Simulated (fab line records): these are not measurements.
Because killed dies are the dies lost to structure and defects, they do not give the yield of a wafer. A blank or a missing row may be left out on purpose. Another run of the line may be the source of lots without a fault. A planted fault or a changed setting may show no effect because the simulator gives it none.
Matching of chambers | flow n5_finfet | 4 sister chambers for N5_BEOL_M1_ETCHBACK_99 on rie_diel-03
The step etches SiO2 in CHF3, target depth 5 nm, time 10.4 s. 18 wafers are shown with their chamber, then 9 later ones without.

## WAFERS WITH THEIR CHAMBER
wafer  | chamber | showerhead_plenum_p_Torr (Torr) | drypump_motor_current_A (A) | throttle_valve_pct (%)
L074.2 | 3       | 2.23                            | 5.5                         | 17.07
L074.4 | 1       | 2.18                            | 5.7                         | 16.93
L074.6 | 0       | 2.10                            | 5.9                         | 16.81
L076.3 | 3       | 2.23                            | 5.5                         | 17.07
L076.5 | 0       | 2.10                            | 5.9                         | 16.82
L076.6 | 1       | 2.17                            | 5.7                         | 16.94
L078.1 | 0       | 2.10                            | 5.9                         | 16.86
L078.3 | 3       | 2.23                            | 5.5                         | 17.07
L078.4 | 2       | 2.06                            | 6.1                         | 17.09
L079.1 | 3       | 2.23                            | 5.5                         | 17.07
L079.3 | 1       | 2.17                            | 5.7                         | 16.94
L079.4 | 0       | 2.10                            | 5.9                         | 16.84
L082.4 | 2       | 2.06                            | 6.0                         | 17.10
L082.5 | 1       | 2.17                            | 5.7                         | 16.95
L082.6 | 0       | 2.10                            | 5.9                         | 16.84
L087.1 | 3       | 2.23                            | 5.5                         | 17.10
L087.3 | 2       | 2.05                            | 6.0                         | 17.13
L087.6 | 1       | 2.17                            | 5.7                         | 16.96

SIGNATURES (means of the wafers above)
reading                  | chamber 0 | chamber 1 | chamber 2 | chamber 3 | scatter within a chamber
showerhead_plenum_p_Torr | 2.1000    | 2.1720    | 2.0567    | 2.2300    | 0.00324
drypump_motor_current_A  | 5.900     | 5.700     | 6.033     | 5.500     | 0.0218
throttle_valve_pct       | 16.8340   | 16.9440   | 17.1067   | 17.0760   | 0.0161
Rule: a wafer lies at a distance from a chamber equal to the root of the sum of squares, over the readings, of (its reading less the chamber's mean, divided by the reading's scatter). The wafer belongs to the nearest chamber; if the next one is less than 2 further off, it can't be placed. The scatter is the square root of a quotient: the sum, over the shown wafers, of each reading's squared deviation from its chamber's mean, divided by wafers minus chambers.

## WAFERS WITH NO CHAMBER GIVEN
wafer  | showerhead_plenum_p_Torr (Torr) | drypump_motor_current_A (A) | throttle_valve_pct (%)
L092.2 | 2.05                            | 6.0                         | 17.14
L092.3 | 2.09                            | 5.9                         | 16.87
L092.6 | 2.09                            | 5.9                         | 16.87
L094.1 | 2.16                            | 5.7                         | 16.99
L094.5 | 2.16                            | 5.7                         | 16.98
L094.6 | 2.05                            | 6.0                         | 17.14
L097.2 | 2.09                            | 5.9                         | 16.88
L097.3 | 2.22                            | 5.5                         | 17.16
L097.5 | 2.22                            | 5.5                         | 17.14

## THE CHAMBER EACH PASSED THROUGH
wafer  | from the rows above | in truth
L092.2 | 2                   | 2
L092.3 | 0                   | 0
L092.6 | 0                   | 0
L094.1 | 1                   | 1
L094.5 | 1                   | 1
L094.6 | 2                   | 2
L097.2 | 0                   | 0
L097.3 | 3                   | 3
L097.5 | 3                   | 3
9 of 9 placed correctly. Not placeable from these rows: 0. Wrongly placed: 0.
